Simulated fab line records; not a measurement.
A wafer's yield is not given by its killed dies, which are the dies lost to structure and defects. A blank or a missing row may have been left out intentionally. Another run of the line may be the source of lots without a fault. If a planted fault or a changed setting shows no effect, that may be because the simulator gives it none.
fab line records	flow nand-harc	part 1 of 2: steps 1 to 20 of 27
record lots=5	wafers=15	last-day=24
route steps=1159 shown A_STAIRCASE@536
lots untouched by any fault: they come from a run of this same line in which no faults occurred
start-h: start of the lot's first displayed wafer, in hours after the record's first day	wait-h: hours since the lot's step before	" as in the row above	L1.1+2: a row that stands for several wafers	- either no value or no given start	* or withheld: withheld	< > ~ a bound
route shown NAME@n: a module of which the file shows steps, and the number in the route of the first	usual: mean and standard deviation over wafers with no fault	same: alike in all rows	chamber/n: place in a boat	sites: the reading at each site	_std_site: standard deviation of those values	_edge_site: the outer-site mean with the inner-site mean subtracted	radius-mm: for every site, how far away it sits from the centre of the wafer	mask NAME#n: copy n	behind: tool/chamber where the wafer was last shaped	hold: what put the lot on hold/how long, in hours/how the hold closed	device: which transistor (n, p or np) failed to switch	end of line: the route-end tests of the same wafers	where a step has no rows: the recipe by itself	killed: count of dies lost to structure and defects at first sort (not the wafer's yield)	map: a wafer's dies, x killed, . not, _ none there
set.NAME: the setting that was run; set.NAME@STEP: the one run at that earlier step	model.NAME: the simulator's own value behind a step, which no gauge read
lots at some steps of the route; a table a step, a row a wafer
services: when a tool's chamber went out of use (start-h, in hours from the record's first day, below 0 if earlier), for how many hours, and the reason
## steps
# step NHARC_A_STAIRCASE_SRD_174
lot.wafer	tool	chamber	start-h	wait-h
L085.3+1+5	wet-bench-01	0,2,3	-	-
L089.1+6+3	wet-bench-01	2,4,7	-	-
L088.6+4+3	wet-bench-05	6,0,1	-	-
L091.5+4+1	wet-bench-06	5,6,7	-	-
L093.4+3+6	wet-bench-05	0,3,4	-	-
# step NHARC_A_STAIRCASE_DEHYDRATE_01
# recipe temp-c=150	time-s=120
# usual exhaust-pa=44.9/0.88
lot.wafer	tool	chamber	start-h	wait-h	exhaust-pa
L085.1	litho-track-07	0	309.73	-	43.7
L085.3	"	0	"	"	44.0
L085.5	"	0	"	"	44.3
L089.1	litho-track-05	0	318.55	-	44.7
L089.3	"	0	"	"	45.3
L089.6	"	0	"	"	44.7
L088.3	litho-track-02	0	325.55	-	45.6
L088.4	"	0	"	"	42.8
L088.6	"	0	"	"	43.8
L091.1	litho-track-07	0	343.34	-	44.8
L091.4	"	0	"	"	43.9
L091.5	"	0	"	"	43.9
L093.3	litho-track-05	0	354.32	-	44.8
L093.4	"	0	"	"	44.4
L093.6	"	0	"	"	44.0
# step NHARC_A_STAIRCASE_HMDS_02
# recipe time-s=30
# usual exhaust-pa=44.9/0.88
lot.wafer	tool	chamber	start-h	wait-h	exhaust-pa
L085.1	litho-track-07	0	-	-	44.8
L085.3	"	0	"	"	45.6
L085.5	"	0	"	"	44.7
L089.1	litho-track-05	0	-	-	43.8
L089.3	"	0	"	"	44.6
L089.6	"	0	"	"	44.7
L088.3	litho-track-02	0	-	-	45.4
L088.4	"	0	"	"	44.8
L088.6	"	0	"	"	44.0
L091.1	litho-track-07	0	-	-	43.2
L091.4	"	0	"	"	45.2
L091.5	"	0	"	"	44.4
L093.3	litho-track-05	0	-	-	44.9
L093.4	"	0	"	"	44.6
L093.6	"	0	"	"	45.5
# step NHARC_A_STAIRCASE_COAT_03
# recipe spin-rpm=1200
# usual exhaust-pa=44.8/0.93
lot.wafer	tool	chamber	start-h	wait-h	exhaust-pa
L085.1	litho-track-07	0	-	-	45.5
L085.3	"	0	"	"	44.4
L085.5	"	0	"	"	45.3
L089.1	litho-track-05	0	-	-	44.2
L089.3	"	0	"	"	44.4
L089.6	"	0	"	"	43.1
L088.3	litho-track-02	0	-	-	45.3
L088.4	"	0	"	"	44.4
L088.6	"	0	"	"	44.1
L091.1	litho-track-07	0	-	-	46.1
L091.4	"	0	"	"	44.4
L091.5	"	0	"	"	45.2
L093.3	litho-track-05	0	-	-	44.6
L093.4	"	0	"	"	44.7
L093.6	"	0	"	"	44.4
# step NHARC_A_STAIRCASE_SOFTBAKE_04
# recipe temp-c=135	time-s=170
# usual exhaust-pa=44.8/0.86
lot.wafer	tool	chamber	start-h	wait-h	exhaust-pa
L085.1	litho-track-07	0	-	-	43.5
L085.3	"	0	"	"	45.5
L085.5	"	0	"	"	44.7
L089.1	litho-track-05	0	-	-	46.1
L089.3	"	0	"	"	45.7
L089.6	"	0	"	"	45.7
L088.3	litho-track-02	0	-	-	44.2
L088.4	"	0	"	"	44.0
L088.6	"	0	"	"	44.0
L091.1	litho-track-07	0	-	-	45.4
L091.4	"	0	"	"	45.7
L091.5	"	0	"	"	44.7
L093.3	litho-track-05	0	-	-	44.9
L093.4	"	0	"	"	45.2
L093.6	"	0	"	"	45.1
# step NHARC_A_STAIRCASE_EBR_05
# usual exhaust-pa=45.0/0.87
lot.wafer	tool	chamber	start-h	wait-h	exhaust-pa
L085.1	litho-track-07	0	-	-	46.3
L085.3	"	0	"	"	47.2
L085.5	"	0	"	"	45.5
L089.1	litho-track-05	0	-	-	44.0
L089.3	"	0	"	"	44.6
L089.6	"	0	"	"	44.0
L088.3	litho-track-02	0	-	-	43.9
L088.4	"	0	"	"	45.5
L088.6	"	0	"	"	46.0
L091.1	litho-track-07	0	-	-	43.6
L091.4	"	0	"	"	44.1
L091.5	"	0	"	"	44.6
L093.3	litho-track-05	0	-	-	46.0
L093.4	"	0	"	"	45.1
L093.6	"	0	"	"	46.0
# step NHARC_A_STAIRCASE_EXPOSE_06
# recipe na=0.5	dose-mj=25.43	mask-id=STAIR
# same na=0.5
lot.wafer	tool	chamber	start-h	wait-h	mask
L085.1+3+5	krf-scanner-03	0	310.06	-	STAIR#0
L089.1+3+6	krf-scanner-03	0	318.88	-	STAIR#0
L088.3+4+6	krf-scanner-03	0	325.76	-	STAIR#0
L091.1+4+5	krf-scanner-01	0	343.55	-	STAIR#0
L093.3+4+6	krf-scanner-04	0	354.66	-	STAIR#0
# step NHARC_A_STAIRCASE_PEB_07
# recipe peb-temp-c=115	peb-time-s=130
# usual exhaust-pa=45.1/0.96
lot.wafer	tool	chamber	start-h	wait-h	exhaust-pa
L085.1	litho-track-02	0	310.12	0.1	44.1
L085.3	"	0	"	"	46.0
L085.5	"	0	"	"	45.5
L089.1	litho-track-05	0	318.94	0.1	45.2
L089.3	"	0	"	"	46.6
L089.6	"	0	"	"	45.6
L088.3	litho-track-05	0	325.82	0.1	46.3
L088.4	"	0	"	"	44.4
L088.6	"	0	"	"	46.0
L091.1	litho-track-07	0	343.62	0.1	43.8
L091.4	"	0	"	"	44.4
L091.5	"	0	"	"	45.3
L093.3	litho-track-05	0	354.72	0.0	46.8
L093.4	"	0	"	"	46.4
L093.6	"	0	"	"	45.7
# step NHARC_A_STAIRCASE_DEVELOP_08
# recipe time-s=140
# usual exhaust-pa=45.0/1
lot.wafer	tool	chamber	start-h	wait-h	exhaust-pa
L085.1	litho-track-02	0	-	-	46.4
L085.3	"	0	"	"	45.5
L085.5	"	0	"	"	44.8
L089.1	litho-track-05	0	-	-	44.4
L089.3	"	0	"	"	44.4
L089.6	"	0	"	"	44.1
L088.3	litho-track-05	0	-	-	45.7
L088.4	"	0	"	"	46.0
L088.6	"	0	"	"	47.4
L091.1	litho-track-07	0	-	-	44.1
L091.4	"	0	"	"	44.6
L091.5	"	0	"	"	44.7
L093.3	litho-track-05	0	-	-	45.8
L093.4	"	0	"	"	45.5
L093.6	"	0	"	"	46.2
# step NHARC_A_STAIRCASE_HARDBAKE_10
# recipe temp-c=120	time-s=140
# usual exhaust-pa=44.8/0.95
lot.wafer	tool	chamber	start-h	wait-h	exhaust-pa
L085.1	litho-track-05	0	310.34	-	44.2
L085.3	"	0	"	"	44.6
L085.5	"	0	"	"	44.5
L089.1	litho-track-07	0	319.16	-	44.6
L089.3	"	0	"	"	43.8
L089.6	"	0	"	"	42.8
L088.3	litho-track-07	0	326.06	-	45.3
L088.4	"	0	"	"	45.4
L088.6	"	0	"	"	45.8
L091.1	litho-track-07	0	343.84	-	45.9
L091.4	"	0	"	"	45.7
L091.5	"	0	"	"	45.3
L093.3	litho-track-05	0	354.94	-	45.4
L093.4	"	0	"	"	43.7
L093.6	"	0	"	"	46.1
# step NHARC_A_STAIRCASE_DESCUM_11
# recipe time-s=3	o2-flow-sccm=200	ar-flow-sccm=0	bias-power-w=0	chemistry=O2
# usual drypump-motor-current-A=5.9/0.51	oes-product-au=1.001/0.0093	rf-vpp-V=57.7/0.86	showerhead-plenum-p-Torr=1.88/0.077	throttle-valve-pct=11.312/0.0084
lot.wafer	tool	chamber	start-h	wait-h	drypump-motor-current-A	oes-product-au	rf-hours-counter-h	rf-vpp-V	showerhead-plenum-p-Torr	throttle-valve-pct
L085.3	rie-diel-12	1	310.43	-	5.4	0.998	34	58.7	1.95	11.290
L085.1	"	2	"	"	5.6	0.997	35	58.3	1.82	11.314
L085.5	"	2	"	"	5.6	0.994	-	57.9	1.82	11.299
L089.1	rie-diel-12	0	319.45	-	6.7	1.008	39	58.0	1.88	11.308
L089.3	"	2	"	"	5.6	0.996	40	56.7	1.82	11.305
L089.6	"	2	"	"	5.6	0.991	-	58.0	1.82	11.322
L088.4	rie-diel-02	1	326.16	-	6.7	0.989	55	57.8	1.87	11.313
L088.3	"	2	"	"	5.4	0.991	59	58.5	1.76	11.320
L088.6	"	0	"	"	6.5	0.994	-	58.8	1.86	11.305
L091.4	rie-diel-11	0	343.94	-	6.2	1.007	57	56.7	1.76	11.308
L091.1	"	1	"	"	5.3	0.994	57	58.4	1.98	11.314
L091.5	"	1	"	"	5.3	0.993	-	58.1	1.98	11.324
L093.3	rie-diel-11	0	355.04	-	6.2	1.013	62	57.1	1.76	11.317
L093.4	"	1	"	"	5.3	0.997	61	58.0	1.98	11.321
L093.6	"	3	"	"	6.4	0.998	-	57.6	1.85	11.322
# step NHARC_A_STAIRCASE_TRIM_12
# recipe time-s=211.2	o2-flow-sccm=500	ar-flow-sccm=0	bias-w=0	chemistry=O2
# usual drypump-motor-current-A=5.9/0.51	oes-product-au=1.001/0.0096	rf-vpp-V=57.6/0.98	showerhead-plenum-p-Torr=3.46/0.13	throttle-valve-pct=17.037/0.0088
lot.wafer	tool	chamber	start-h	wait-h	drypump-motor-current-A	oes-product-au	rf-hours-counter-h	rf-vpp-V	showerhead-plenum-p-Torr	throttle-valve-pct
L085.3	rie-diel-12	1	311.00	0.6	5.3	1.005	34	58.8	3.60	17.049
L085.1	"	3	"	"	5.9	0.993	34	56.5	3.42	17.034
L085.5	"	0	"	"	6.7	0.998	-	57.7	3.48	17.016
L089.3	rie-diel-12	0	319.77	0.3	6.7	0.999	39	58.2	3.47	17.032
L089.1	"	2	"	"	5.6	0.999	40	56.3	3.37	17.031
L089.6	"	2	"	"	5.6	0.999	-	56.3	3.37	17.042
L088.4	rie-diel-02	0	326.25	0.1	6.5	1.010	57	58.6	3.44	17.039
L088.3	"	1	"	"	6.7	0.995	55	58.4	3.46	17.029
L088.6	"	3	"	"	6.1	1.005	-	57.7	3.66	17.036
L091.1	rie-diel-11	2	344.10	0.1	5.5	0.999	40	57.3	3.39	17.050
L091.4	"	3	"	"	6.4	0.997	57	57.5	3.41	17.029
L091.5	"	3	"	"	6.5	1.010	-	58.0	3.41	17.031
L093.3	rie-diel-11	1	355.11	0.1	5.3	0.992	61	57.8	3.64	17.040
L093.4	"	3	"	"	6.5	1.006	61	59.7	3.41	17.042
L093.6	"	1	"	"	5.3	1.006	-	59.2	3.64	17.040
# step NHARC_A_STAIRCASE_ETCH_13
# recipe target-depth-a=1000	time-s=40.5	ion-energy-ev=400	c4f8-flow-sccm=20	o2-flow-sccm=10	ar-flow-sccm=withheld	rf-w=600	bias-w=1000	chemistry=C4F8/O2
# usual oes-product-au=0.938/0.015	rf-vpp-V=893/4.9
lot.wafer	tool	chamber	start-h	wait-h	oes-product-au	rf-hours-counter-h	rf-vpp-V
L085.3	rie-diel-12	3	-	-	0.923	34	891
L085.1	"	2	"	"	0.926	35	891
L085.5	"	3	"	"	0.905	-	893
L089.3	rie-diel-12	2	-	-	0.930	41	891
L089.1	"	0	"	"	0.932	39	894
L089.6	"	0	"	"	0.930	-	895
L088.3	rie-diel-02	3	-	-	0.945	61	901
L088.4	"	0	"	"	0.933	57	893
L088.6	"	3	"	"	0.931	-	900
L091.1	rie-diel-11	3	-	-	0.928	57	891
L091.4	"	0	"	"	0.925	57	885
L091.5	"	1	"	"	0.923	-	900
L093.3	rie-diel-11	0	-	-	0.928	62	887
L093.4	"	2	"	"	0.929	44	891
L093.6	"	1	"	"	0.909	-	900
# step NHARC_A_STAIRCASE_TRIM_14
# recipe time-s=211.2	o2-flow-sccm=500	ar-flow-sccm=0	bias-w=0	chemistry=O2
# usual drypump-motor-current-A=5.9/0.5	oes-product-au=1.002/0.01	rf-vpp-V=57.7/0.95	showerhead-plenum-p-Torr=3.47/0.13	throttle-valve-pct=17.036/0.0088
lot.wafer	tool	chamber	start-h	wait-h	drypump-motor-current-A	oes-product-au	rf-hours-counter-h	rf-vpp-V	showerhead-plenum-p-Torr	throttle-valve-pct
L085.1	rie-diel-12	3	-	-	5.9	0.991	34	59.0	3.42	17.033
L085.3	"	0	"	"	6.7	1.010	34	57.9	3.48	17.024
L085.5	"	3	"	"	5.9	0.987	-	56.9	3.42	17.033
L089.3	rie-diel-12	2	-	-	5.7	0.998	41	57.6	3.37	17.031
L089.1	"	0	"	"	6.7	1.006	40	57.7	3.47	17.034
L089.6	"	2	"	"	5.7	0.997	-	56.8	3.37	17.038
L088.3	rie-diel-02	0	-	-	6.6	1.002	57	57.6	3.44	17.024
L088.4	"	1	"	"	6.7	0.995	55	58.4	3.46	17.043
L088.6	"	3	"	"	6.1	0.996	-	60.0	3.66	17.042
L091.1	rie-diel-11	1	-	-	5.3	0.987	57	56.6	3.64	17.035
L091.4	"	0	"	"	6.2	1.001	58	57.8	3.27	17.022
L091.5	"	1	"	"	5.3	0.999	-	58.9	3.64	17.035
L093.4	rie-diel-11	1	-	-	5.3	0.989	61	57.5	3.64	17.043
L093.3	"	3	"	"	6.4	0.999	61	57.9	3.41	17.039
L093.6	"	2	"	"	5.5	0.994	-	55.0	3.39	17.050
# step NHARC_A_STAIRCASE_ETCH_15
# recipe target-depth-a=1000	time-s=40.5	ion-energy-ev=400	c4f8-flow-sccm=20	o2-flow-sccm=10	ar-flow-sccm=withheld	rf-w=600	bias-w=1000	chemistry=C4F8/O2
# usual oes-product-au=0.943/0.012	rf-vpp-V=893/5
lot.wafer	tool	chamber	start-h	wait-h	oes-product-au	rf-hours-counter-h	rf-vpp-V
L085.1	rie-diel-12	3	-	-	0.908	34	892
L085.3	"	2	"	"	0.937	35	893
L085.5	"	0	"	"	0.944	-	895
L089.1	rie-diel-12	2	-	-	0.927	41	889
L089.3	"	3	"	"	0.985	39	892
L089.6	"	3	"	"	0.994	-	892
L088.3	rie-diel-02	2	-	-	0.966	59	886
L088.4	"	3	"	"	0.950	61	900
L088.6	"	2	"	"	0.973	-	884
L091.4	rie-diel-11	0	-	-	0.939	58	887
L091.1	"	3	"	"	0.942	57	893
L091.5	"	1	"	"	0.935	-	900
L093.3	rie-diel-11	0	-	-	0.965	62	886
L093.4	"	3	"	"	0.948	61	893
L093.6	"	0	"	"	0.960	-	886
# step NHARC_A_STAIRCASE_TRIM_16
# recipe time-s=211.2	o2-flow-sccm=500	ar-flow-sccm=0	bias-w=0	chemistry=O2
# usual drypump-motor-current-A=6.0/0.5	oes-product-au=1.000/0.01	rf-vpp-V=57.6/0.84	showerhead-plenum-p-Torr=3.45/0.12	throttle-valve-pct=17.038/0.0086
lot.wafer	tool	chamber	start-h	wait-h	drypump-motor-current-A	oes-product-au	rf-hours-counter-h	rf-vpp-V	showerhead-plenum-p-Torr	throttle-valve-pct
L085.1	rie-diel-12	3	-	-	5.9	0.980	34	57.6	3.42	17.055
L085.3	"	1	"	"	5.4	1.004	35	58.1	3.60	17.031
L085.5	"	2	"	"	5.6	0.996	-	57.7	3.37	17.022
L089.3	rie-diel-12	3	-	-	5.9	0.988	39	55.9	3.42	17.020
L089.1	"	1	"	"	5.4	1.005	41	58.8	3.59	17.021
L089.6	"	3	"	"	5.9	0.977	-	57.6	3.42	17.039
L088.4	rie-diel-02	2	-	-	5.4	1.008	59	57.8	3.26	17.048
L088.3	"	3	"	"	6.2	0.997	61	56.9	3.66	17.035
L088.6	"	1	"	"	6.7	1.000	-	57.3	3.46	17.039
L091.4	rie-diel-11	2	-	-	5.5	1.000	41	57.5	3.39	17.038
L091.1	"	3	"	"	6.4	1.002	57	59.8	3.41	17.036
L091.5	"	1	"	"	5.3	0.992	-	59.0	3.64	17.037
L093.3	rie-diel-11	3	-	-	6.5	1.002	61	57.4	3.41	17.041
L093.4	"	0	"	"	6.3	1.007	62	56.5	3.26	17.034
L093.6	"	2	"	"	5.5	0.997	-	57.7	3.39	17.040
# step NHARC_A_STAIRCASE_ETCH_17
# recipe target-depth-a=1000	time-s=40.5	ion-energy-ev=400	c4f8-flow-sccm=20	o2-flow-sccm=10	ar-flow-sccm=withheld	rf-w=600	bias-w=1000	chemistry=C4F8/O2
# usual oes-product-au=0.942/0.011	rf-vpp-V=894/5.2
lot.wafer	tool	chamber	start-h	wait-h	oes-product-au	rf-hours-counter-h	rf-vpp-V
L085.1	rie-diel-12	1	-	-	0.950	35	898
L085.3	"	0	"	"	0.956	34	893
L085.5	"	2	"	"	0.948	-	891
L089.1	rie-diel-12	0	-	-	0.956	40	894
L089.3	"	2	"	"	0.958	41	889
L089.6	"	0	"	"	0.961	-	894
L088.3	rie-diel-02	1	-	-	0.953	55	892
L088.4	"	2	"	"	0.956	59	887
L088.6	"	3	"	"	0.951	-	901
L091.4	rie-diel-11	0	-	-	0.946	58	885
L091.1	"	2	"	"	0.934	41	890
L091.5	"	0	"	"	0.938	-	884
L093.3	rie-diel-11	1	-	-	0.946	62	899
L093.4	"	2	"	"	0.934	45	891
L093.6	"	0	"	"	0.953	-	885
# step NHARC_A_STAIRCASE_TRIM_18
# recipe time-s=211.2	o2-flow-sccm=500	ar-flow-sccm=0	bias-w=0	chemistry=O2
# usual drypump-motor-current-A=6.0/0.5	oes-product-au=1.001/0.0096	rf-vpp-V=57.5/0.91	showerhead-plenum-p-Torr=3.46/0.13	throttle-valve-pct=17.037/0.0093
lot.wafer	tool	chamber	start-h	wait-h	drypump-motor-current-A	oes-product-au	rf-hours-counter-h	rf-vpp-V	showerhead-plenum-p-Torr	throttle-valve-pct
L085.3	rie-diel-12	0	-	-	6.7	1.005	34	57.5	3.48	17.042
L085.1	"	1	"	"	5.4	1.003	35	57.6	3.60	17.036
L085.5	"	3	"	"	5.9	0.972	-	57.2	3.42	17.029
L089.1	rie-diel-12	0	-	-	6.8	1.005	40	58.4	3.47	17.048
L089.3	"	2	"	"	5.7	0.997	41	57.8	3.37	17.049
L089.6	"	3	"	"	5.9	0.978	-	59.5	3.42	17.031
L088.3	rie-diel-02	1	-	-	6.7	0.997	55	57.8	3.46	17.043
L088.4	"	2	"	"	5.4	0.992	59	55.1	3.26	17.037
L088.6	"	1	"	"	6.7	0.998	-	56.6	3.46	17.029
L091.1	rie-diel-11	3	-	-	6.5	1.010	58	57.5	3.41	17.037
L091.4	"	0	"	"	6.2	1.008	58	56.0	3.27	17.026
L091.5	"	3	"	"	6.4	1.016	-	58.1	3.41	17.044
L093.3	rie-diel-11	0	-	-	6.2	1.025	62	58.5	3.26	17.051
L093.4	"	1	"	"	5.3	1.000	62	58.2	3.64	17.041
L093.6	"	3	"	"	6.4	1.019	-	57.3	3.41	17.023
# step NHARC_A_STAIRCASE_ETCH_19
# recipe target-depth-a=1000	time-s=40.5	ion-energy-ev=400	c4f8-flow-sccm=20	o2-flow-sccm=10	ar-flow-sccm=withheld	rf-w=600	bias-w=1000	chemistry=C4F8/O2
# usual oes-product-au=0.940/0.01	rf-vpp-V=893/4.7
lot.wafer	tool	chamber	start-h	wait-h	oes-product-au	rf-hours-counter-h	rf-vpp-V
L085.1	rie-diel-12	2	-	-	0.942	36	890
L085.3	"	3	"	"	0.921	35	892
L085.5	"	3	"	"	0.929	-	893
L089.1	rie-diel-12	2	-	-	0.923	41	889
L089.3	"	0	"	"	0.940	40	895
L089.6	"	2	"	"	0.936	-	889
L088.3	rie-diel-02	2	-	-	0.947	59	887
L088.4	"	3	"	"	0.946	61	901
L088.6	"	0	"	"	0.944	-	893
L091.1	rie-diel-11	2	-	-	0.940	41	891
L091.4	"	1	"	"	0.928	58	899
L091.5	"	2	"	"	0.942	-	891
L093.4	rie-diel-11	0	-	-	0.938	62	886
L093.3	"	2	"	"	0.939	45	892
L093.6	"	3	"	"	0.939	-	890
# step NHARC_A_STAIRCASE_TRIM_20
# recipe time-s=211.2	o2-flow-sccm=500	ar-flow-sccm=0	bias-w=0	chemistry=O2
# usual drypump-motor-current-A=6.0/0.52	oes-product-au=1.001/0.0097	rf-vpp-V=57.7/0.91	showerhead-plenum-p-Torr=3.48/0.14	throttle-valve-pct=17.037/0.0084
lot.wafer	tool	chamber	start-h	wait-h	drypump-motor-current-A	oes-product-au	rf-hours-counter-h	rf-vpp-V	showerhead-plenum-p-Torr	throttle-valve-pct
L085.1	rie-diel-12	2	312.26	0.2	5.7	0.997	36	57.3	3.37	17.037
L085.3	"	3	"	"	5.9	0.974	35	55.1	3.42	17.034
L085.5	"	1	"	"	5.4	1.008	-	58.6	3.60	17.027
L089.3	rie-diel-12	2	321.96	0.1	5.7	0.997	41	57.2	3.37	17.049
L089.1	"	1	"	"	5.4	1.006	41	58.6	3.59	17.053
L089.6	"	2	"	"	5.7	1.005	-	57.0	3.37	17.043
L088.4	rie-diel-11	0	327.29	0.1	6.3	1.006	53	58.8	3.27	17.048
L088.3	"	3	"	"	6.4	1.016	52	56.9	3.42	17.020
L088.6	"	0	"	"	6.2	1.016	-	56.9	3.27	17.039
L091.4	rie-diel-12	2	345.79	0.1	5.6	1.001	50	56.9	3.36	17.034
L091.1	"	3	"	"	5.9	0.989	48	57.7	3.41	17.044
L091.5	"	0	"	"	6.7	1.011	-	56.7	3.47	17.036
L093.3	rie-diel-11	3	356.28	0.1	6.4	1.003	62	57.7	3.41	17.022
L093.4	"	1	"	"	5.3	0.991	62	56.0	3.64	17.049
L093.6	"	2	"	"	5.5	1.011	-	56.8	3.39	17.025
